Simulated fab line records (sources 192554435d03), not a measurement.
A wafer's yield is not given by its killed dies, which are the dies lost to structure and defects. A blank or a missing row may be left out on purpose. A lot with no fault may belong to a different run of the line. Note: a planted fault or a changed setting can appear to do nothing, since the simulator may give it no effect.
Lot-split experiment    flow n5 finfet    21 wafers read across 7 lots, on a route 1938 steps long

== SPLIT DETAILS ==
At N5_BEOL_M3_ETCH_64 (etches SOC in N2/H2, target depth 75 nm, overetch 15 nm, time 112.5 s), the setting bias w was moved away from the recipe's 150 W on 9 of the 21 wafers read, by -16.9% to +15.6%. For the rest of the wafers, this setting stayed at what the recipe calls for.

The reading comes from the split's own step.

== THE READING ==
rf vpp V, in V, at N5_BEOL_M3_ETCH_64 (etches SOC in N2/H2, target depth 75 nm, overetch 15 nm, time 112.5 s). A value of 523.7 V with a standard deviation of 2.3 V is what fault-free wafers of this fab line usually give.

wafer   tool, chamber at the split  bias w as run, W  against the recipe  rf vpp V, V  against lot-mates on the recipe
L076.1  rie diel-04, 0              124.6             -16.9%              468.5        -53.7
L076.4  rie diel-04, 2              150               recipe              522.2        -
L076.6  rie diel-04, 3              124.6             -16.9%              462.5        -59.7
L074.3  rie diel-01, 3              150               recipe              524.0        -
L074.4  rie diel-01, 2              172.2             +14.8%              568.7        +44.7
L074.5  rie diel-01, 3              172.2             +14.8%              570.2        +46.2
L082.1  rie diel-01, 3              150               recipe              524.0        -
L082.3  rie diel-01, 1              150               recipe              525.4        -
L082.6  rie diel-01, 1              150               recipe              525.2        -
L088.2  rie diel-01, 0              134.1             -10.6%              485.8        -38.8
L088.4  rie diel-01, 3              150               recipe              524.6        -
L088.6  rie diel-01, 1              150               recipe              524.6        -
L089.1  rie diel-04, 3              150               recipe              520.7        -
L089.2  rie diel-04, 1              150               recipe              523.8        -
L089.6  rie diel-04, 0              150               recipe              527.4        -
L091.2  rie diel-02, 2              131.8             -12.1%              485.6        -37.5
L091.4  rie diel-02, 1              131.8             -12.1%              482.8        -40.3
L091.6  rie diel-02, 1              150               recipe              523.1        -
L094.1  rie diel-01, 2              173.4             +15.6%              571.8        +48.5
L094.2  rie diel-01, 3              150               recipe              523.3        -
L094.6  rie diel-01, 2              173.4             +15.6%              572.4        +49.1

FIT RESULTS
A straight line over all 21 wafers: rf vpp V changes by +3.25 V for each +1% of bias w; r = +1.00; the points scatter about the line by 2.3 V.
The same after taking each lot's own level away (the mean of its wafers on the recipe; 21 wafers): +3.22 V for each +1%; r = +1.00; scatter 2.1 V.
The reading moves by 55 V for the largest change in bias w, on that fit.
From 522.20 to 524.87 V: that is the span of the lots' own levels, equal to 1.2 times the standard deviation above.
The two slopes agree, so the slope changes little with the lot-to-lot level.
Check: with one of the wafers moved furthest among these (-16.9%) left out of the fit, the line predicts -55.7 V for it against its lot-mates. Against them it came out at -53.7 V.
Tool readings at the split's step, against how far the setting was moved: rf vpp V r = +1.00.

== FURTHER SPLITS ON THESE WAFERS ==
Other splits were also applied to these wafers ahead of the reading. Each is held against what the fit with the lots' levels taken away leaves over:
other split on the same wafers           wafers away from the commonest value  r with rf vpp V (lot level and that fit taken away)
N5_HKMG_FIN_ETCH_54 bias w               4                                     -0.09
N5_MOL_CONTACT_COAG_ALD_27 time s        7                                     -0.15
N5_MOL_CONTACT_COAG_VIA_ETCH_117 bias w  10                                    +0.29
N5_BEOL_M0_SAQP_CUT_ETCH_46 source w     7                                     -0.26
N5_BEOL_M1_ILD_DEP_00 time s             8                                     -0.16
N5_BEOL_M1_PECVD_72 time s               11                                    -0.34
N5_BEOL_M1_ALD_84 ald cycles             12                                    -0.19
N5_BEOL_M2_PECVD_72 temp c               6                                     +0.10
N5_BEOL_M3_EXPOSE_08 dose mj             6                                     +0.13

== THE WHOLE CHAIN: every reading that the file lists as answering this split, in the file's order ==
step                what it does                                                           reading                                                                           change (the file's fit)                 r (the file's)
N5_BEOL_M3_ETCH_64  etches SOC in N2/H2, target depth 75 nm, overetch 15 nm, time 112.5 s  rf vpp V                                                                          +3.25 V for each +1% of the setting     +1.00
N5_BEOL_M3_ETCH_64  etches SOC in N2/H2, target depth 75 nm, overetch 15 nm, time 112.5 s  SiARC_of_BEOL_M3_COAT_62.thk nm (the simulator's own value, which no gauge read)  -0.0632 nm for each +1% of the setting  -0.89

== FILE'S OWN FIT ==
rf vpp V changes by +3.25 V for each +1% of bias w, r = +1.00.
